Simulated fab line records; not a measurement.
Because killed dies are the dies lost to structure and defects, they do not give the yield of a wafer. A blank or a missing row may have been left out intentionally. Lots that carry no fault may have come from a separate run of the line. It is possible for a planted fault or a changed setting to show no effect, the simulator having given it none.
A lot that was struck, set against a sound lot | flow n5_finfet | 43 out of 1938 route steps
Sound: wafers L475.2, L475.3, L475.5. The struck wafers were L467.1, L467.3, L467.5. At the end, the cause is stated.
Per side, at each step with rows, come the tool, then ch with its chambers, and then its first start. Under that, the readings that differ: sound wafers | struck wafers | difference of the means | sigmas: that difference in standard deviations of wafers without a fault.
alike: same words and numbers on both sides, and readings whose means sit less than 2 such deviations apart. not compared: any withheld reading, any reading some wafer has no value for, any bound like >300 that may hide the same value, and any number with overlapping values for which the record gives no deviation.
Wherever a step has rows on one side only, a row that says differs or no value, or a row with sigmas, the two part there. Numbers that don't overlap but have no deviation are shown without sigmas and don't part them. A reading missing from all wafers of one side parts the sides only when that side holds two or more wafers.

first, 12 steps without rows for these wafers: N5_PMOS_HMC_CHANNEL_EPI_ETCH_32 (etches BARC in N2/H2, stops on SiO2, target depth 85.8 nm, time 50.3 s); N5_PMOS_HMC_CHANNEL_EPI_HM_OPEN_15 (chemistry CHF3/O2, target SiO2, target depth 40.6 nm, time 20.3 s); N5_PMOS_HMC_CHANNEL_EPI_STRIP_33 (strips in N2/H2); N5_PMOS_HMC_CHANNEL_EPI_STRIP_17 (strips in SPM, time 750 s); N5_PMOS_HMC_CHANNEL_EPI_ETCH_38 (etches SiO2 in CF4, target depth 1.5 nm); N5_PMOS_HMC_CHANNEL_EPI_FIN_RECESS_16 (chemistry HBr/Cl2, target Si, target depth 54 nm, time 18 s); N5_PMOS_HMC_CHANNEL_EPI_PRECLEAN_36 (cleans in O3/DIW, time 45 s); N5_PMOS_HMC_CHANNEL_EPI_PRECLEAN_18 (cleans in DHF, time 30 s); N5_PMOS_HMC_CHANNEL_EPI_SRD_19 (time 30 s); N5_PMOS_HMC_CHANNEL_EPI_EPI_20 (deposits SiGe30, target thk 59 nm); N5_PMOS_HMC_CHANNEL_EPI_HM_STRIP_35 (strips SiO2 in dHF, material SiO2, target depth 39.6 nm, time 216 s); N5_PMOS_HMC_CHANNEL_EPI_SRD_39 (time 30 s).
N5_PMOS_HMC_CHANNEL_EPI_CMP_21: polishes SiGe30, target thk 54 nm.
  sound on cmp-01 ch 0,1,2, day 6 19:20; struck on cmp-04 ch 0,1, day 4 14:26
  alike: motor_current_A, retaining_ring_pressure_frac
  not compared: pad_life_wafers
then, 5 steps without rows for these wafers: N5_PMOS_HMC_CHANNEL_EPI_PRECLEAN_40 (cleans in DHF, time 30 s); N5_PMOS_HMC_CHANNEL_EPI_PRECLEAN_37 (cleans in O3/DIW, time 45 s); N5_PMOS_HMC_CHANNEL_EPI_PRECLEAN_24 (cleans in DHF, time 30 s); N5_PMOS_HMC_CHANNEL_EPI_SRD_25 (time 30 s); N5_PMOS_HMC_CHANNEL_EPI_EPI_26 (deposits Si from SiH4/H2, target thk 3.8 nm, time 22.7 s).
N5_PMOS_HMC_CHANNEL_EPI_INSPECT_30: inspects for defects (darkfield).
  sound on defect_inspect-01, day 6 20:43; struck on defect_inspect-02, day 4 15:13
  reading          | sound    | struck      | difference | sigmas
  raw_defect_count | 12 17 18 | 506 530 529 | +506       | +95
then, 19 steps without rows for these wafers: N5_FIN_SAQP_PRECLEAN_42 (cleans in O3/DIW, time 60 s); N5_FIN_SAQP_PRECLEAN_00 (cleans in SC1, time 60 s); N5_FIN_SAQP_PRECLEAN_44 (cleans in SC2, time 45 s); N5_FIN_SAQP_SRD_01 (time 30 s); N5_FIN_SAQP_ALD_61 (deposits SiO2, target thk 4 nm, pulse time 1 s, purge time 2 s); N5_FIN_SAQP_DENSIFY_62 (time 60 s); N5_FIN_SAQP_HM_DEP_03 (deposits SiNx from SiH4/NH3/N2, target thk 38 nm, time 33.6 s); N5_FIN_SAQP_PECVD_47 (deposits a-Si from SiH4/He, target thk 45 nm, time 36.3 s); N5_FIN_SAQP_PECVD_48 (deposits SiNx from SiH4/NH3/N2, target thk 25 nm, time 22.1 s); N5_FIN_SAQP_PECVD_06 (deposits a-Si from SiH4/He, target thk 60 nm, time 48.1 s); N5_FIN_SAQP_HM_DEP_72 (deposits SiO2 from SiH4/N2O, target thk 12 nm, time 7.2 s); N5_FIN_SAQP_COAT_49 (time 60 s, resist thk 100 nm); N5_FIN_SAQP_COAT_50 (time 60 s, resist thk 35 nm); N5_FIN_SAQP_COAT_10 (resist thk 90 nm); N5_FIN_SAQP_EBR_12; N5_FIN_SAQP_SOFTBAKE_11 (time 60 s); N5_FIN_SAQP_EXPOSE_13 (exposes mask FIN CORE, target cd 35.6 nm); N5_FIN_SAQP_PEB_14 (peb time 60 s); N5_FIN_SAQP_DEVELOP_15 (develop time 30 s).
N5_FIN_SAQP_INSPECT_18: inspects for defects (brightfield).
  sound on defect_inspect-02, day 6 22:06; struck on defect_inspect-01, day 4 17:18
  reading          | sound       | struck      | difference | sigmas
  raw_defect_count | 339 239 339 | 758 861 887 | +530       | +5
N5_FIN_SAQP_INSPECT_40: inspects for defects (brightfield).
  sound on defect_inspect-02, day 7 02:28; struck on defect_inspect-02, day 5 00:05
  reading          | sound       | struck      | difference | sigmas
  raw_defect_count | 144 141 146 | 630 713 640 | +517       | +10
N5_FIN_CUT_INSPECT_10: inspects for defects (brightfield).
  sound on defect_inspect-01, day 7 02:59; struck on defect_inspect-01, day 5 00:35
  reading          | sound    | struck      | difference | sigmas
  raw_defect_count | 33 33 38 | 528 559 539 | +507       | +51
-- the record jumps here: 6 days lie between the struck wafers' starts before and after (it left off in module FIN_CUT and takes up again in module BEOL_M4, whose first step shown is number 1111 of the route) --
N5_BEOL_M4_RC_MEAS_101:
  sound on prober-01 ch 0, day 12 23:06; struck on prober-01 ch 0, day 11 08:23
  alike: DIBL_N, DIBL_P, IOFF_N, IOFF_P, ION_N, ION_P, SS_N, SS_P, VT_N, VT_P
-- the record jumps here: 5 days lie between the struck wafers' starts before and after (it left off in module BEOL_M4 and takes up again in module PASSIVATION, whose first step shown is number 1936 of the route) --
N5_PASSIVATION_PROBE_49:
  sound on prober-02, day 17 07:07; struck on prober-02, day 15 21:00
  reading                  | sound | struck         | difference | sigmas
  defect_limited_yield (%) | 92.6  | 62.0 60.4 60.5 | -31.6      | -21
  killed_at_front_end      | 31    | 408 418 426    | +386       | +35
  killed_at_other          | 7     | 0 0 0          | -7         | -2
  killed_dies              | 87    | 448 467 466    | +373       | +22
  killed_on_rim            | 11    | 63 58 60       | +49        | +14
  sort_bin_5_function (%)  | 4.4   | 25.2 24.7 24.7 | +20.5      | +22
  sort_bin_6_memory (%)    | 2.9   | 10.8 11.4 12.7 | +8.7       | +13
  sort_n_pass              | 1093  | 732 713 714    | -373       | -22
  sort_yield_pct (%)       | 92.6  | 62.0 60.4 60.5 | -31.6      | -21
  alike: killed_at_M0_to_M3, killed_at_M4_up, killed_at_contacts, killed_open, killed_short

== WHERE THEY PART ==
At N5_PMOS_HMC_CHANNEL_EPI_INSPECT_30 first; at N5_PASSIVATION_PROBE_49 last (within this record only).

WHY: whatever the simulator had introduced
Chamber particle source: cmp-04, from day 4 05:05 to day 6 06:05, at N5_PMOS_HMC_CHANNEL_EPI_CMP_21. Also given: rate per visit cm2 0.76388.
